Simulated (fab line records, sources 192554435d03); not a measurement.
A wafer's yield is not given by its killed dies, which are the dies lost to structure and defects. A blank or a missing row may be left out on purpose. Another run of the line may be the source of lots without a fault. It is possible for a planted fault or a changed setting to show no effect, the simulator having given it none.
fab line records	flow n5_finfet	part 2 of 2: steps 4 to 6 of 6
record: lots: 21	wafers: 63	last_day: 18
route steps=1938 shown BEOL_M0_SAQP@695 BEOL_M0@716
lots with no fault: from the same line, run without faults
start_h: start of the lot's first displayed wafer, in hours after the record's first day	wait_h: hours elapsed since this lot's preceding step	" same as the row above	L1.1+2: several wafers, shown together as one row	- value missing, or start not given	* or withheld: withheld	< > ~ a bound
route shown NAME@n: a module of which the file shows steps, and the number in the route of the first	usual: the fault-free wafers' mean and standard deviation	same: alike in all rows	chamber/n: place in a boat	sites: per-site readings	_std_site: standard deviation of those values	_edge_site: outer sites' mean less inner sites'	radius_mm: for every site, how far away it sits from the centre of the wafer	mask NAME#n: copy n	behind: the tool/chamber that last shaped the wafer	hold: why the lot was held/for how many hours/how that ended	device: which transistor (n, p or np) failed to switch	end of line: at the end of the route, the tests of the same wafers	step lacking rows: just its recipe	killed: at the first sort, the dies lost to defects and structure; wafer yield is something else	map: a wafer's dies, marking killed ones x, the rest . and places with no die _
set.NAME: the setting that was run; set.NAME@STEP: the one run at that earlier step	model.NAME: the simulator's own value behind a step, which no gauge read
steps of the route over a sample of lots; a table a step, a row a wafer
services: the hour from which a tool's chamber was out of use, counted from the record's first day as start_h (under 0 if before that day), plus the number of hours and why
== steps ==
step: N5_BEOL_M0_TRENCH_ETCH_107
recipe: chemistry: C4F6/O2	target_depth_a: 328	target: SiOC	time_s: 16.4	ion_energy_ev: 250	pressure_mtorr: 30	source_w: 355	bias_w: 185	Ar_flow_sccm: 300	C4F6_flow_sccm: 10	O2_flow_sccm: 10
usual: O2_flow_sccm: 10.00/0.033	drypump_motor_current_A: 5.9/0.43	oes_product_au: 0.79/0.089	rf_vpp_V: 663/7.1	showerhead_plenum_p_Torr: 2.84/0.091	throttle_valve_pct: 20.69/0.22
lot.wafer	tool	chamber	start_h	wait_h	O2_flow_sccm	drypump_motor_current_A	oes_product_au	rf_hours_counter_h	rf_vpp_V	showerhead_plenum_p_Torr	throttle_valve_pct
L074.2	rie_diel-03	1	121.96	0.0	10.01	5.8	0.73	180	666	2.95	20.74
L074.3	"	2	"	"	9.98	6.4	0.73	173	673	2.72	20.71
L074.6	"	2	"	"	10.04	6.4	0.73	-	673	2.72	20.70
L075.1	rie_diel-01	2	123.25	0.0	9.99	5.6	0.78	154	651	2.85	20.55
L075.2	"	0	"	"	10.00	6.2	0.69	242	657	2.92	20.64
L075.3	"	3	"	"	9.98	6.2	0.89	27	671	3.02	20.50
L077.2	rie_diel-01	1	129.35	0.0	10.03	5.9	0.93	14	657	2.79	20.60
L077.3	"	3	"	"	10.07	6.2	0.89	30	672	3.02	20.52
L077.4	"	2	"	"	9.98	5.6	0.77	157	651	2.85	20.54
L076.1	rie_diel-02	3	129.43	0.0	10.02	5.9	0.81	79	670	2.89	20.90
L076.3	"	1	"	"	10.00	4.8	0.70	-	663	2.71	20.77
L076.4	"	3	"	"	9.99	5.9	0.81	-	673	2.89	20.90
L078.1	rie_diel-02	3	143.45	0.0	10.03	5.9	0.81	83	672	2.89	20.93
L078.2	"	2	"	"	10.02	5.7	0.98	4	659	2.91	21.04
L078.5	"	3	"	"	10.02	5.9	0.81	-	672	2.89	20.93
L079.2	rie_diel-01	3	145.49	0.0	10.03	6.2	0.88	35	671	3.01	20.53
L079.4	"	2	"	"	10.03	5.6	0.77	-	650	2.85	20.55
L079.5	"	1	"	"	10.00	5.9	0.91	-	655	2.79	20.61
L080.1	rie_diel-03	2	147.78	0.0	10.05	6.4	0.74	183	674	2.71	20.73
L080.3	"	1	"	"	9.99	5.8	0.73	190	663	2.94	20.75
L080.5	"	1	"	"	10.02	5.8	0.73	-	665	2.94	20.75
L082.3	rie_diel-03	1	161.78	0.0	10.00	5.8	0.72	195	667	2.94	20.77
L082.4	"	3	"	"	10.03	6.3	0.70	235	658	2.82	21.21
L082.5	"	1	"	"	10.02	5.8	0.73	-	666	2.94	20.75
L083.3	rie_diel-03	1	168.14	0.0	10.00	5.8	0.72	197	665	2.94	20.75
L083.5	"	2	"	"	10.01	6.4	0.72	-	673	2.71	20.74
L083.6	"	3	"	"	10.00	6.3	0.70	-	659	2.82	21.20
L086.1	rie_diel-02	0	186.70	0.0	9.97	5.5	0.80	108	663	2.87	20.48
L086.3	"	3	"	"	9.95	5.9	0.79	95	671	2.88	20.93
L086.5	"	0	"	"	9.95	5.4	0.79	-	662	2.87	20.48
L084.2	rie_diel-02	0	186.88	0.0	9.94	5.5	0.80	108	662	2.87	20.49
L084.5	"	1	"	"	9.96	4.8	0.69	-	663	2.70	20.79
L084.6	"	0	"	"	9.97	5.5	0.79	-	663	2.87	20.47
L085.3	rie_diel-02	3	188.33	0.0	10.01	5.8	0.79	96	671	2.88	20.93
L085.4	"	1	"	"	10.01	4.8	0.69	233	662	2.70	20.78
L085.6	"	2	"	"	10.04	5.6	0.93	-	657	2.91	21.05
L087.2	rie_diel-01	1	188.87	0.0	10.01	5.9	0.88	37	656	2.78	20.65
L087.4	"	0	"	"	10.00	6.2	0.94	7	658	2.91	20.31
L087.5	"	2	"	"	10.05	5.6	0.75	-	650	2.84	20.58
L088.1	rie_diel-02	2	199.35	0.0	10.00	5.7	0.92	20	659	2.91	21.04
L088.2	"	1	"	"	10.04	4.8	0.69	236	663	2.70	20.79
L088.4	"	3	"	"	9.99	5.9	0.79	99	670	2.88	20.93
L089.1	rie_diel-01	3	207.08	0.0	9.99	6.2	0.84	61	671	3.00	20.57
L089.5	"	0	"	"	10.02	6.2	0.92	-	656	2.91	20.31
L089.6	"	3	"	"	9.93	6.2	0.83	-	671	3.00	20.54
L090.3	rie_diel-03	1	214.48	0.0	10.02	5.8	0.71	218	664	2.93	20.80
L090.5	"	2	"	"	9.96	6.4	0.71	-	670	2.70	20.76
L090.6	"	0	"	"	10.02	6.3	0.95	-	669	2.79	20.30
L091.1	rie_diel-01	3	215.89	0.0	9.99	6.2	0.83	64	671	3.00	20.55
L091.4	"	2	"	"	10.04	5.6	0.74	192	651	2.83	20.60
L091.5	"	0	"	"	9.93	6.2	0.91	-	657	2.91	20.33
L093.2	rie_diel-03	1	229.23	0.0	9.99	5.8	0.70	225	664	2.92	20.81
L093.3	"	2	"	"	10.01	6.4	0.70	218	672	2.70	20.76
L093.4	"	1	"	"	9.96	5.8	0.70	-	666	2.93	20.83
L094.1	rie_diel-03	0	237.93	0.0	9.98	6.3	0.92	17	668	2.79	20.33
L094.4	"	2	"	"	10.07	6.4	0.70	221	672	2.70	20.79
L094.5	"	3	"	"	9.97	6.3	0.99	-	660	2.82	20.86
L096.1	rie_diel-03	0	262.93	0.0	10.02	6.3	0.89	26	670	2.78	20.34
L096.5	"	1	"	"	10.09	5.8	0.70	-	665	2.92	20.82
L096.6	"	2	"	"	10.07	6.4	0.70	-	672	2.69	20.79
L097.1	rie_diel-01	1	264.69	0.0	9.97	5.9	0.83	64	657	2.77	20.69
L097.3	"	2	"	"	9.99	5.6	0.73	209	649	2.82	20.63
L097.5	"	2	"	"	10.02	5.6	0.73	-	649	2.82	20.62
step: N5_BEOL_M0_STRIP_142
recipe: chemistry: N2/H2	time_s: 10	power_w: 450	temp_c: 40	pressure_mtorr: 20	rf_frequency_hz: 6e+07	bias_power_w: 7	n2_flow_sccm: 200	h2_flow_sccm: 200
usual: drypump_motor_current_A: 5.9/0.43	oes_product_au: 0.79/0.09	rf_vpp_V: 59.2/0.87	showerhead_plenum_p_Torr: 2.54/0.084	throttle_valve_pct: 23.48/0.22
lot.wafer	tool	chamber	start_h	wait_h	drypump_motor_current_A	oes_product_au	rf_hours_counter_h	rf_vpp_V	showerhead_plenum_p_Torr	throttle_valve_pct
L074.2	rie_diel-03	1	121.99	0.0	5.8	0.73	180	58.5	2.64	23.49
L074.3	"	2	"	"	6.4	0.73	173	57.5	2.42	23.44
L074.6	"	2	"	"	6.4	0.73	-	58.6	2.42	23.45
L075.1	rie_diel-01	2	123.27	0.0	5.6	0.78	154	58.6	2.54	23.34
L075.2	"	0	"	"	6.1	0.69	242	59.7	2.61	23.33
L075.3	"	3	"	"	6.1	0.89	27	60.3	2.70	23.33
L077.2	rie_diel-01	1	129.37	0.0	5.9	0.92	14	59.4	2.49	23.54
L077.3	"	3	"	"	6.2	0.88	30	59.4	2.70	23.34
L077.4	"	2	"	"	5.6	0.76	157	58.7	2.54	23.33
L076.1	rie_diel-02	3	129.47	0.0	5.9	0.80	79	58.9	2.57	23.52
L076.3	"	1	"	"	4.8	0.70	-	58.0	2.41	23.70
L076.4	"	3	"	"	5.9	0.81	-	59.3	2.57	23.53
L078.1	rie_diel-02	3	143.47	0.0	5.9	0.81	83	59.4	2.57	23.53
L078.2	"	2	"	"	5.6	0.99	4	59.5	2.60	23.68
L078.5	"	3	"	"	5.8	0.81	-	59.8	2.57	23.53
L079.2	rie_diel-01	3	145.51	0.0	6.2	0.87	35	59.5	2.69	23.33
L079.4	"	2	"	"	5.6	0.76	-	59.2	2.53	23.33
L079.5	"	1	"	"	5.9	0.91	-	59.3	2.48	23.57
L080.1	rie_diel-03	2	147.81	0.0	6.4	0.73	183	59.1	2.42	23.45
L080.3	"	1	"	"	5.8	0.73	190	60.2	2.63	23.51
L080.5	"	1	"	"	5.8	0.72	-	58.5	2.63	23.51
L082.3	rie_diel-03	1	161.81	0.0	5.8	0.72	195	59.6	2.63	23.51
L082.4	"	3	"	"	6.3	0.69	235	59.7	2.51	24.10
L082.5	"	1	"	"	5.8	0.72	-	59.2	2.63	23.54
L083.3	rie_diel-03	1	168.17	0.0	5.8	0.72	197	59.6	2.63	23.52
L083.5	"	2	"	"	6.4	0.72	-	60.1	2.42	23.46
L083.6	"	3	"	"	6.3	0.71	-	59.9	2.51	24.08
L086.1	rie_diel-02	0	186.72	0.0	5.5	0.78	108	58.6	2.55	23.34
L086.3	"	3	"	"	5.9	0.79	95	58.7	2.56	23.53
L086.5	"	0	"	"	5.5	0.78	-	59.0	2.55	23.37
L084.2	rie_diel-02	0	186.90	0.0	5.5	0.79	108	60.4	2.55	23.35
L084.5	"	1	"	"	4.8	0.68	-	57.1	2.41	23.70
L084.6	"	0	"	"	5.4	0.79	-	59.1	2.55	23.35
L085.3	rie_diel-02	3	188.35	0.0	5.9	0.80	96	58.9	2.56	23.54
L085.4	"	1	"	"	4.8	0.69	233	58.0	2.41	23.72
L085.6	"	2	"	"	5.6	0.93	-	58.5	2.59	23.70
L087.2	rie_diel-01	1	188.90	0.0	5.9	0.89	37	58.8	2.48	23.58
L087.4	"	0	"	"	6.2	0.95	7	58.5	2.60	23.03
L087.5	"	2	"	"	5.6	0.75	-	58.7	2.53	23.37
L088.1	rie_diel-02	2	199.38	0.0	5.6	0.92	20	60.8	2.59	23.69
L088.2	"	1	"	"	4.8	0.69	236	58.7	2.40	23.71
L088.4	"	3	"	"	5.9	0.80	99	59.0	2.56	23.55
L089.1	rie_diel-01	3	207.10	0.0	6.2	0.84	61	59.5	2.68	23.36
L089.5	"	0	"	"	6.3	0.93	-	59.1	2.60	23.06
L089.6	"	3	"	"	6.2	0.83	-	59.7	2.68	23.39
L090.3	rie_diel-03	1	214.50	0.0	5.8	0.70	218	58.5	2.62	23.54
L090.5	"	2	"	"	6.4	0.71	-	58.8	2.41	23.51
L090.6	"	0	"	"	6.3	0.94	-	59.9	2.49	23.08
L091.1	rie_diel-01	3	215.92	0.0	6.2	0.83	64	62.1	2.68	23.38
L091.4	"	2	"	"	5.6	0.75	192	58.7	2.52	23.39
L091.5	"	0	"	"	6.2	0.92	-	58.5	2.60	23.06
L093.2	rie_diel-03	1	229.25	0.0	5.8	0.70	226	61.2	2.62	23.58
L093.3	"	2	"	"	6.4	0.70	218	57.4	2.41	23.51
L093.4	"	1	"	"	5.8	0.70	-	60.2	2.62	23.56
L094.1	rie_diel-03	0	237.95	0.0	6.3	0.91	17	59.0	2.49	23.09
L094.4	"	2	"	"	6.4	0.69	221	60.1	2.40	23.50
L094.5	"	3	"	"	6.3	0.97	-	59.7	2.50	23.80
L096.1	rie_diel-03	0	262.95	0.0	6.3	0.90	26	59.0	2.48	23.10
L096.5	"	1	"	"	5.8	0.69	-	61.4	2.61	23.57
L096.6	"	2	"	"	6.4	0.70	-	59.1	2.40	23.53
L097.1	rie_diel-01	1	264.71	0.0	5.9	0.83	64	59.4	2.47	23.60
L097.3	"	2	"	"	5.6	0.73	209	59.3	2.51	23.41
L097.5	"	2	"	"	5.6	0.73	-	58.9	2.51	23.42
step: N5_BEOL_M0_ALD_136
recipe: material: TaN	target_thk_a: *	temp_c: 275	ald_precursor_family: PDMAT	ald_co_reactant: NH3	pressure_torr: 3	carrier_flow_sccm: 1500	pulse_time_s: 2	purge_time_s: 3	co_reactant_purge_time_s: 2	co_reactant_pulse_time_s: 3	ald_cycles: 30	precursor_vessel_temp_c: 75	precursor_vessel_pressure_torr: 26.25	precursor_vessel_carrier_sccm: 1000
usual: heater_power_w: 441/50
same: co_reactant_pulse_time_s: 3
lot.wafer	tool	chamber	start_h	wait_h	heater_power_w
L074.2	ald_metal-03	2	122.90	0.0	429
L074.3	"	3	"	"	415
L074.6	"	0	"	"	372
L075.1	ald_metal-01	1	123.97	0.1	530
L075.2	"	0	"	"	445
L075.3	"	3	"	"	351
L077.2	ald_metal-03	0	130.02	0.2	381
L077.3	"	1	"	"	380
L077.4	"	2	"	"	437
L076.1	ald_metal-04	0	130.06	0.1	456
L076.3	"	3	"	"	519
L076.4	"	1	"	"	461
L078.1	ald_metal-04	2	144.87	0.1	439
L078.2	"	0	"	"	471
L078.5	"	1	"	"	468
L079.2	ald_metal-03	2	147.47	0.0	430
L079.4	"	1	"	"	382
L079.5	"	3	"	"	416
L080.1	ald_metal-01	1	148.49	0.0	528
L080.3	"	0	"	"	442
L080.5	"	0	"	"	449
L082.3	ald_metal-04	0	162.88	0.0	447
L082.4	"	1	"	"	460
L082.5	"	3	"	"	524
L083.3	ald_metal-03	0	168.93	0.0	381
L083.5	"	2	"	"	425
L083.6	"	3	"	"	420
L086.1	ald_metal-01	2	187.71	0.1	434
L086.3	"	3	"	"	348
L086.5	"	1	"	"	534
L084.2	ald_metal-01	2	188.21	0.0	441
L084.5	"	3	"	"	353
L084.6	"	0	"	"	447
L085.3	ald_metal-04	0	188.87	0.1	462
L085.4	"	1	"	"	452
L085.6	"	2	"	"	441
L087.2	ald_metal-01	1	190.08	0.0	524
L087.4	"	0	"	"	452
L087.5	"	1	"	"	533
L088.1	ald_metal-04	3	200.22	0.3	524
L088.2	"	1	"	"	467
L088.4	"	2	"	"	439
L089.1	ald_metal-03	3	208.44	0.1	416
L089.5	"	1	"	"	386
L089.6	"	2	"	"	423
L090.3	ald_metal-04	1	215.44	0.0	461
L090.5	"	3	"	"	526
L090.6	"	0	"	"	455
L091.1	ald_metal-03	2	218.06	0.0	429
L091.4	"	0	"	"	384
L091.5	"	3	"	"	432
L093.2	ald_metal-03	2	231.56	0.0	418
L093.3	"	1	"	"	380
L093.4	"	3	"	"	423
L094.1	ald_metal-01	1	238.79	0.1	536
L094.4	"	0	"	"	438
L094.5	"	0	"	"	450
L096.1	ald_metal-04	2	263.95	0.1	442
L096.5	"	3	"	"	525
L096.6	"	0	"	"	442
L097.1	ald_metal-01	1	265.36	0.1	526
L097.3	"	0	"	"	440
L097.5	"	1	"	"	528
== services ==
tool	chamber	start_h	hours	kind
ald_metal-04	-	103.32	6.0	pm
rie_diel-05	0	105.22	2.4	repair
ald_metal-04	-	112.16	0.5	repair
rie_diel-01	1	121.69	7.3	repair
ald_metal-01	2	132.64	2.4	repair
rie_diel-05	0	149.24	2.4	repair
rie_diel-04	0	150.26	5.2	repair
rie_diel-02	3	152.96	1.8	repair
rie_diel-04	2	155.76	-	clean
rie_diel-04	2	155.76	-	consumable_replace:esc
rie_diel-03	0	165.62	14.4	repair
rie_diel-01	1	172.82	7.6	repair
rie_diel-02	0	174.77	2.9	repair
rie_diel-06	1	175.19	8.7	repair
ald_metal-03	-	183.35	8.7	pm
ald_metal-03	0	200.79	3.8	repair
rie_metal-03	-	208.83	0.7	repair
ald_metal-03	-	209.31	2.8	pm
ald_metal-01	0	212.99	3.4	repair
ald_metal-03	1	214.47	7.8	repair
rie_metal-02	1	223.28	6.9	repair
rie_diel-01	3	225.93	4.2	repair
ald_metal-03	-	248.90	1.1	repair
ald_metal-03	3	261.07	3.2	repair
